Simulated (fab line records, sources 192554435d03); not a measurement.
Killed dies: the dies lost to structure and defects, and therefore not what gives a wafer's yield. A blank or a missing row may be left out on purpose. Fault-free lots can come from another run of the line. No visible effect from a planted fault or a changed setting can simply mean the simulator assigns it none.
Split-lot study    flow n5-finfet    route with 1938 steps; 7 lots, 39 wafers read

== ABOUT THE SPLIT ==
At N5_PASSIVATION_ETCH_15 (etches SiCN in CF4/N2, target depth 75 nm, time 81.2 s), the setting target-depth-a was moved away from the recipe's 750 angstrom on 12 of the 39 wafers read, by -26.1% to +49.3%. This setting was run at the recipe's value on the other wafers.

Reading taken at the split's own step.

== THE READING ==
etch.depth-nm (the simulator's own value, which no gauge read), in nm, at N5_PASSIVATION_ETCH_15 (etches SiCN in CF4/N2, target depth 75 nm, time 81.2 s). There is no usual value for it anywhere in the file. Across the 27 wafers here that went through the recipe, the average is 64.85 nm and the standard deviation 1.3 nm.

wafer   tool, chamber at the split  target-depth-a as run, angstrom  against the recipe  etch.depth-nm, nm  against lot-mates on the recipe
L074.1  rie-diel-01, 0              1120                             +49.3%              98.04              +33.27
L074.2  rie-diel-01, 1              1120                             +49.3%              94.24              +29.47
L074.3  rie-diel-01, 3              750                              recipe              64.85              -
L074.4  rie-diel-01, 2              1120                             +49.3%              97.5               +32.73
L074.5  rie-diel-01, 0              750                              recipe              65.18              -
L074.6  rie-diel-01, 3              750                              recipe              64.29              -
L078.1  rie-diel-02, 2              750                              recipe              63.41              -
L078.2  rie-diel-02, 0              750                              recipe              66.44              -
L078.3  rie-diel-02, 3              750                              recipe              62.29              -
L078.4  rie-diel-02, 1              750                              recipe              63.88              -
L078.5  rie-diel-02, 0              750                              recipe              66.67              -
L078.6  rie-diel-02, 1              750                              recipe              63.99              -
L086.1  rie-diel-06, 3              575.4                            -23.3%              51.7               -14.35
L086.2  rie-diel-06, 2              750                              recipe              65.5               -
L086.3  rie-diel-06, 0              750                              recipe              66.33              -
L086.4  rie-diel-06, 1              575.4                            -23.3%              50.5               -15.55
L086.5  rie-diel-06, 3              575.4                            -23.3%              51.71              -14.34
L086.6  rie-diel-06, 0              750                              recipe              66.31              -
L091.3  rie-diel-02, 1              750                              recipe              64.9               -
L091.4  rie-diel-02, 1              750                              recipe              64.21              -
L091.6  rie-diel-02, 1              750                              recipe              65.09              -
L092.1  rie-diel-01, 2              607.5                            -19.0%              52.76              -11.28
L092.2  rie-diel-01, 1              750                              recipe              63.28              -
L092.3  rie-diel-01, 3              750                              recipe              63.82              -
L092.4  rie-diel-01, 0              750                              recipe              65.02              -
L092.5  rie-diel-01, 0              607.5                            -19.0%              52.9               -11.14
L092.6  rie-diel-01, 1              607.5                            -19.0%              50.95              -13.09
L095.1  rie-diel-06, 1,0            750                              recipe              65.52              -
L095.3  rie-diel-06, 1,0            750                              recipe              65.52              -
L095.2  rie-diel-06, 2              554.4                            -26.1%              49.66              -16.41
L095.4  rie-diel-06, 1              554.4                            -26.1%              48.66              -17.41
L095.5  rie-diel-06, 2              750                              recipe              67.18              -
L095.6  rie-diel-06, 0              554.4                            -26.1%              49.38              -16.69
L097.1  rie-diel-01, 3              750                              recipe              64.14              -
L097.2  rie-diel-01, 1              750                              recipe              62.87              -
L097.3  rie-diel-01, 2              750                              recipe              65.9               -
L097.4  rie-diel-01, 0              750                              recipe              65.34              -
L097.5  rie-diel-01, 0              750                              recipe              66.28              -
L097.6  rie-diel-01, 1              750                              recipe              62.83              -
If several chambers appear in one row, that row covers several wafers at once and the file leaves open which wafer was in which chamber.

THE FIT
A straight line over all 39 wafers: etch.depth-nm changes by +0.63 nm for each +1% of target-depth-a; r = +0.99; the points scatter about the line by 1.3 nm.
The same after taking each lot's own level away (the mean of its wafers on the recipe; 39 wafers): +0.642 nm for each +1%; r = +1.00; scatter 1.1 nm.
On that fit, the largest move of target-depth-a shifts the reading by 32 nm.
From 64.040 to 66.073 nm: that is the span of the lots' own levels, equal to 1.6 times the standard deviation above.
So the lot-to-lot level changes the slope little: the two slopes agree.
Check: for one of the wafers moved furthest among these (+49.3%), held out of the fit, the line's prediction against its lot-mates is +31.2 nm. Against them it came out at +33.3 nm.

== ADDITIONAL SPLITS CARRIED BY THESE WAFERS ==
Before the reading, these wafers also passed through other splits. Each is held against what the fit with the lots' levels taken away leaves over:
other split on the same wafers     wafers away from the commonest value  r with etch.depth-nm (lot level and that fit taken away)
N5_BEOL_M11_TRENCH_ETCH_37 time-s  15                                    -0.04

== THE FILE'S OWN FIT ==
etch.depth-nm changes by +0.642 nm for each +1% of target-depth-a, r = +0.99.
